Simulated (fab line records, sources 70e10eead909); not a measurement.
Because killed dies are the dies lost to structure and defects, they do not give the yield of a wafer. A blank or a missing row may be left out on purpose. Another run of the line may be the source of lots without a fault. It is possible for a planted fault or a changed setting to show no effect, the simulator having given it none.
Comparing a struck lot with a sound one + flow nand-harc + 15 out of 1302 route steps
Sound: these wafers, L908.1, L908.2, L908.6. Struck: wafer L918.3. (L918.4 of the same lot was not struck and is left out.) The cause comes at the end.
Each step with rows lists, per side, the tool, then ch with its chambers, then its first start. Under that, the readings that differ: sound wafers + struck wafers + difference of the means + sigmas: that difference in standard deviations of wafers without a fault.
alike: readings with means less than 2 such deviations apart, plus words and numbers identical on both sides. not compared: withheld readings, readings lacking a value on some wafer, bounds such as >300 that could conceal the same value, and numbers that have no deviation in the record and whose values overlap.
The two part at a step that has a row with sigmas, a row that says differs or no value, or rows on one side only. Non-overlapping numbers with no deviation appear without sigmas and do not part them. Lack of a reading on every wafer of one side parts them only where that side has two or more wafers.

NHARC_A_CHANNEL_HOLE_D2_STRIP_28: strips in O2.
  sound on rie-diel-08 ch 0,2,3; struck on rie-diel-08 ch 0
  alike: drypump-motor-current-A, oes-product-au, rf-vpp-V, showerhead-plenum-p-Torr, throttle-valve-pct
  not compared: rf-hours-counter-h
then, 2 steps without rows for these wafers: NHARC_A_CHANNEL_HOLE_D2_PRECLEAN_29 (cleans in SC1); NHARC_A_CHANNEL_HOLE_D2_SRD_30.
NHARC_A_CHANNEL_HOLE_D2_CD_MEAS_31:
  sound on cd-sem-03 at day 17 20:29; struck on cd-sem-03 at day 21 17:29
  alike: cd-nm
after that, 1 step had no rows for these wafers: NHARC_A_CHANNEL_HOLE_D2_XSEM_32.
NHARC_A_CHANNEL_HOLE_D2_INSPECT_40:
  sound on defect-inspect-01 at day 17 20:40; struck on defect-inspect-01 at day 21 17:40
  alike: raw-defect-count
then, 2 steps without rows for these wafers: NHARC_A_CHANNEL_FILL_D2_PRECLEAN_00 (cleans in SC1); NHARC_A_CHANNEL_FILL_D2_SRD_01.
NHARC_A_CHANNEL_FILL_D2_ALD_02: deposits SiO2, target thk 6 nm, pulse time 10 s, ald cycles 60.
  sound on ald-hk-03 ch 0,2, day 17 22:28; struck on ald-hk-03 ch 2, day 21 18:00
  alike: heater-power-w, precursor-pulse-height-rel
  not compared: ald-cycles
NHARC_A_CHANNEL_FILL_D2_ALD_03: deposits SiNx, target thk 6 nm, pulse time 60 s, ald cycles 58.
  sound on ald-sin-batch-01 ch 0; struck on ald-sin-batch-02 ch 0
  alike: chamber-pressure-Torr, precursor-pulse-height-rel
  not compared: ald-cycles
NHARC_A_CHANNEL_FILL_D2_ALD_14: deposits SiO2, target thk 2.5 nm, pulse time 10 s, ald cycles 25.
  sound on ald-hk-01 ch 0,1,3, day 18 05:23; struck on ald-hk-03 ch 0, day 22 00:53
  alike: heater-power-w, precursor-pulse-height-rel
  not compared: ald-cycles
NHARC_A_CHANNEL_FILL_D2_ALD_15: deposits SiNx, target thk 2 nm, pulse time 60 s, ald cycles 19.
  sound on ald-sin-batch-02 ch 0; struck on ald-sin-batch-02 ch 0
  alike: chamber-pressure-Torr, precursor-pulse-height-rel
  not compared: ald-cycles
NHARC_A_CHANNEL_FILL_D2_ALD_16: deposits SiO2, target thk 1.5 nm, pulse time 10 s, ald cycles 15.
  sound on ald-hk-02 ch 0,2, day 18 13:40; struck on ald-hk-03 ch 2, day 22 06:03
| reading                    | sound             | struck | difference | sigmas |
|----------------------------|-------------------|--------|------------|--------|
| ald-cycles                 | 15 15 15          | 13     | -2         |        |
| precursor-pulse-height-rel | 0.999 0.993 1.017 | 1.050  | +0.047     | +2     |
  alike: heater-power-w
then, 2 steps without rows for these wafers: NHARC_A_CHANNEL_FILL_D2_ANNEAL_17 (time 1800 s); NHARC_END_SORT_01.

WHERE THEY PART
NHARC_A_CHANNEL_FILL_D2_ALD_16 only, going by this record.

WHY: whatever the simulator had introduced
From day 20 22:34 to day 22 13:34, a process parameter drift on ald-hk-03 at NHARC_A_CHANNEL_FILL_D2_ALD_16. The setting ald-cycles was moved by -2, starting from 15. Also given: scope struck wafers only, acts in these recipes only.
